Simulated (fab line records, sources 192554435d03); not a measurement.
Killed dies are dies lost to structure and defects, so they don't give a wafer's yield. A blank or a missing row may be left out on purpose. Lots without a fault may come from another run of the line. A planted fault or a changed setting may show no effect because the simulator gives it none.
Split-lot experiment | flow n5_finfet | 7 lots, 21 wafers read, on a route of 1938 steps

THE SPLIT
At N5_BEOL_M14_ILD_DEP_00 (deposits SiO2 from TEOS/O2, target thk 1119.3 nm, time 237.4 s), the setting time_s was moved away from the recipe's 237.4 s on 7 of the 21 wafers read, by -10.4% to +12.1%. The other wafers ran this setting at the recipe's value.

The file shows no step between the split and the reading.

THE READING
M14_ILD_THK, in nm, at N5_BEOL_M14_THK_MEAS_01. Fault-free wafers of this fab line usually give 1120 nm, standard deviation 15 nm.

wafer  | tool, chamber at the split | time_s as run, s | against the recipe | M14_ILD_THK, nm | against lot-mates on the recipe
L077.2 | pecvd-02, 2                | 237.4            | recipe             | 1112            | -
L077.4 | pecvd-02, 2                | 237.4            | recipe             | 1117            | -
L077.6 | pecvd-02, 1                | 237.4            | recipe             | 1106            | -
L081.1 | pecvd-02, 2                | 266.2            | +12.1%             | 1226            | +121
L081.2 | pecvd-02, 1                | 266.2            | +12.1%             | 1234            | +129
L081.3 | pecvd-02, 0                | 237.4            | recipe             | 1105            | -
L089.2 | pecvd-03, 1                | 237.4            | recipe             | 1104            | -
L089.3 | pecvd-03, 2                | 212.6            | -10.4%             | 961             | -144
L089.4 | pecvd-03, 2                | 237.4            | recipe             | 1107            | -
L087.1 | pecvd-02, 0                | 226.3            | -4.7%              | 1066            | -73
L087.3 | pecvd-02, 0                | 237.4            | recipe             | 1139            | -
L087.6 | pecvd-02, 1                | 226.3            | -4.7%              | 1080            | -59
L088.3 | pecvd-04, 1                | 237.4            | recipe             | 1127            | -
L088.4 | pecvd-04, 0                | 237.4            | recipe             | 1146            | -
L088.5 | pecvd-04, 2                | 237.4            | recipe             | 1152            | -
L094.2 | pecvd-02, 0                | 237.4            | recipe             | 1122            | -
L094.5 | pecvd-02, 2                | 237.4            | recipe             | 1121            | -
L094.6 | pecvd-02, 0                | 237.4            | recipe             | 1130            | -
L097.1 | pecvd-02, 2                | 255.6            | +7.7%              | 1192            | +69
L097.2 | pecvd-02, 1                | 255.6            | +7.7%              | 1171            | +48
L097.3 | pecvd-02, 0                | 237.4            | recipe             | 1123            | -

THE FIT
A straight line over all 21 wafers: M14_ILD_THK changes by +10.3 nm for each +1% of time_s; r = +0.95; the points scatter about the line by 19 nm.
The same after taking each lot's own level away (the mean of its wafers on the recipe; 21 wafers): +10.9 nm for each +1%; r = +0.98; scatter 12 nm.
On that fit, the largest move of time_s shifts the reading by 1.3e+02 nm.
The lots' own levels span 1105.0 to 1141.7 nm, that is 2.4 times the standard deviation above.
So the lot-to-lot level changes the slope little: the two slopes agree.
Check: with one of the wafers moved furthest among these (+12.1%) left out of the fit, the line predicts +129 nm for it against its lot-mates. It came out at +121 nm against them.

OTHER SPLITS ON THESE WAFERS
These wafers also went through other splits before the reading. Each is held against what the fit with the lots' levels taken away leaves over:
other split on the same wafers | wafers away from the commonest value | r with M14_ILD_THK (lot level and that fit taken away)
N5_BEOL_M12_SPUTTER_44 time_s  | 6                                    | +0.23
N5_BEOL_M13_COAT_04 spin_rpm   | 9                                    | -0.05

THE WHOLE CHAIN: every reading that the file lists as answering this split, in the file's order
step                    | what it does                                                   | reading                                                                             | change (the file's fit)                                                               | r (the file's)
N5_BEOL_M14_ILD_DEP_00  | deposits SiO2 from TEOS/O2, target thk 1119.3 nm, time 237.4 s | SiO2_of_BEOL_M14_ILD_DEP_00.thk_nm (the simulator's own value, which no gauge read) | +11.2 nm for each +1% of the setting                                                  | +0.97
N5_BEOL_M14_THK_MEAS_01 |                                                                | M14_ILD_THK                                                                         | +11.2 for each +1% of the setting                                                     | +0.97
N5_BEOL_M14_VIA_ETCH_16 | etches SiO2 in C4F8/O2/Ar, target depth 1231.3 nm              | etch.depth_nm (the simulator's own value, which no gauge read)                      | +11.2 nm for each +1% of the setting                                                  | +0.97
N5_BEOL_M14_VIA_ETCH_16 | etches SiO2 in C4F8/O2/Ar, target depth 1231.3 nm              | coat_of_BEOL_M14_COAT_04.thk_nm (the simulator's own value, which no gauge read)    | -2.7 nm for each +1% of the setting, in a fit together with spin_rpm@BEOL_M14_COAT_04 | 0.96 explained

THE FILE'S OWN FIT
M14_ILD_THK changes by +11.2 nm for each +1% of time_s, r = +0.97.
